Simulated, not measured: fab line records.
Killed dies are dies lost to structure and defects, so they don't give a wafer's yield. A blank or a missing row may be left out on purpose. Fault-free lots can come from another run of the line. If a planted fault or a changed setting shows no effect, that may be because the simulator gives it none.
Which of the tools did it?	flow n5Finfet	10 lots, 29 wafers sampled, at 3 steps of a route of 1938

## WHAT THE GAUGES SHOWED, per wafer
N5_BEOL_M6_CD_MEAS_18: pitch 80 nm, target cd 40 nm. Usual: cdNm reads 40.0 nm (standard deviation 0.5).
lot	measured	on	cdNm (nm)	flag
L815	day 11 23:59	cdSem-01	40.5 41.2 40.4	
L816	day 12 04:50	cdSem-03	39.7 40.0 40.0	
L821	day 12 12:07	cdSem-03	41.3 41.1 40.3	
L819	day 13 04:49	cdSem-03	39.2 39.7 39.9	
L823	day 13 19:10	cdSem-03	39.9 39.6 40.0	
L824	day 14 20:02	cdSem-03	39.8 39.5 39.9	
L828	day 15 04:16	cdSem-03	40.3 41.1 40.7	
L832	day 16 05:21	cdSem-01	39.6 40.4	
L835	day 17 00:31	cdSem-02	39.8 40.7 40.8	
L834	day 17 02:08	cdSem-02	39.6 39.2 39.1	

## WHAT TOOL EACH LOT RAN ON (gives the tool, then ch and the chambers of the sampled wafers, and finally the start)
lot	N5_BEOL_M6_ETCH_62	N5_BEOL_M6_STRIP_67
L815	rieDiel-03 ch 0,1,3, day 11 23:37	rieDiel-03 ch 0,1,3, day 11 23:46
L816	rieDiel-03 ch 0,3, day 12 04:28	rieDiel-03 ch 0,3, day 12 04:37
L821	rieDiel-03 ch 0,2, day 12 11:44	rieDiel-03 ch 0,2, day 12 11:53
L819	rieDiel-01 ch 0,3, day 13 04:27	rieDiel-01 ch 0,3, day 13 04:36
L823	rieDiel-03 ch 1,2,3, day 13 18:47	rieDiel-03 ch 1,2,3, day 13 18:56
L824	rieDiel-01 ch 0,2,3, day 14 19:39	rieDiel-01 ch 0,2,3, day 14 19:48
L828	rieDiel-03 ch 0,1,3, day 15 03:49	rieDiel-03 ch 0,1,3, day 15 03:57
L832	rieDiel-01 ch 0, day 16 04:52	rieDiel-01 ch 0, day 16 05:01
L835	rieDiel-03 ch 1,2, day 17 00:08	rieDiel-03 ch 1,2, day 17 00:17
L834	rieDiel-03 ch 0,1,2, day 17 01:46	rieDiel-03 ch 0,1,2, day 17 01:55
- N5_BEOL_M6_ETCH_62: etches SOC in N2/H2, target depth 110 nm, overetch 22 nm, time 165 s.
- N5_BEOL_M6_STRIP_67: strips in CF4.

## AS READ BY THE TOOLS THEMSELVES (means over the sampled wafers that have a number; for cases with no such wafer, the mark the record gives instead)
N5_BEOL_M6_ETCH_62. Usual: biasW 150.0 W (standard deviation 0.42); drypumpMotorCurrentA 5.7 A (standard deviation 0.57); h2FlowSccm 200.0 sccm (standard deviation 0.6); oesProductAu 0.68 a.u. (standard deviation 0.076); rfVppV 524.3 V (standard deviation 2.3); showerheadPlenumPTorr 2.56 Torr (standard deviation 0.081); throttleValvePct 17.79 % (standard deviation 0.24).
lot	tool	biasW (W)	drypumpMotorCurrentA (A)	h2FlowSccm (sccm)	oesProductAu (a.u.)	rfVppV (V)	showerheadPlenumPTorr (Torr)	throttleValvePct (%)	flag
L815	rieDiel-03	149.8	5.4	199.2	0.63	524.2	2.57	17.68	
L816	rieDiel-03	149.9	5.5	200.7	0.60	523.8	2.52	17.59	
L821	rieDiel-03	150.0	6.1	200.6	0.74	525.9	2.57	17.56	
L819	rieDiel-01	149.9	5.9	200.2	0.62	522.5	2.49	17.95	
L823	rieDiel-03	150.2	5.9	199.8	0.69	525.7	2.59	17.71	
L824	rieDiel-01	150.0	5.7	200.2	0.65	523.5	2.51	18.00	
L828	rieDiel-03	150.2	5.4	200.6	0.62	524.5	2.56	17.72	
L832	rieDiel-01	149.8	6.0	199.8	0.68	522.0	2.47	17.82	
L835	rieDiel-03	149.5	5.4	199.8	0.69	525.9	2.64	17.78	
L834	rieDiel-03	149.9	5.5	200.3	0.66	523.8	2.58	17.71	

N5_BEOL_M6_STRIP_67. Usual: drypumpMotorCurrentA 5.7 A, standard deviation 0.57; oesProductAu 0.80 a.u., standard deviation 0.09; rfVppV 271.4 V, standard deviation 1.5; showerheadPlenumPTorr 1.81 Torr, standard deviation 0.054; throttleValvePct 13.56 %, standard deviation 0.23.
lot	tool	drypumpMotorCurrentA (A)	oesProductAu (a.u.)	rfVppV (V)	showerheadPlenumPTorr (Torr)	throttleValvePct (%)	flag
L815	rieDiel-03	5.4	0.75	271.6	1.82	13.54	
L816	rieDiel-03	5.6	0.71	271.6	1.78	13.45	
L821	rieDiel-03	6.1	0.88	271.7	1.82	13.33	
L819	rieDiel-01	5.8	0.74	270.8	1.76	13.75	
L823	rieDiel-03	5.9	0.82	271.9	1.83	13.53	
L824	rieDiel-01	5.6	0.77	270.7	1.77	13.70	
L828	rieDiel-03	5.5	0.73	270.9	1.81	13.59	
L832	rieDiel-01	6.0	0.80	270.8	1.74	13.45	
L835	rieDiel-03	5.4	0.82	273.0	1.86	13.61	
L834	rieDiel-03	5.5	0.78	271.2	1.82	13.53	

## THE ANSWER, worked out from the rows above alone
Rule: take the mean of a lot's wafers that have a number; if it is more than 3 standard deviations from the usual mean, the lot is off. A lot without any number at a reading at which 4 lots or more have one is off too. All remaining lots with rows at the step are treated as sound. First the gauges in route order, then the tools' own readings, where a lot's mean is used as printed above. The first step at which some lot is off is used, and at that step the reading that is off furthest; a lot without a number counts as furthest.
Nothing can be told from this: no lot is off at any reading shown.

## WHAT WAS PUT IN BY THE SIMULATOR
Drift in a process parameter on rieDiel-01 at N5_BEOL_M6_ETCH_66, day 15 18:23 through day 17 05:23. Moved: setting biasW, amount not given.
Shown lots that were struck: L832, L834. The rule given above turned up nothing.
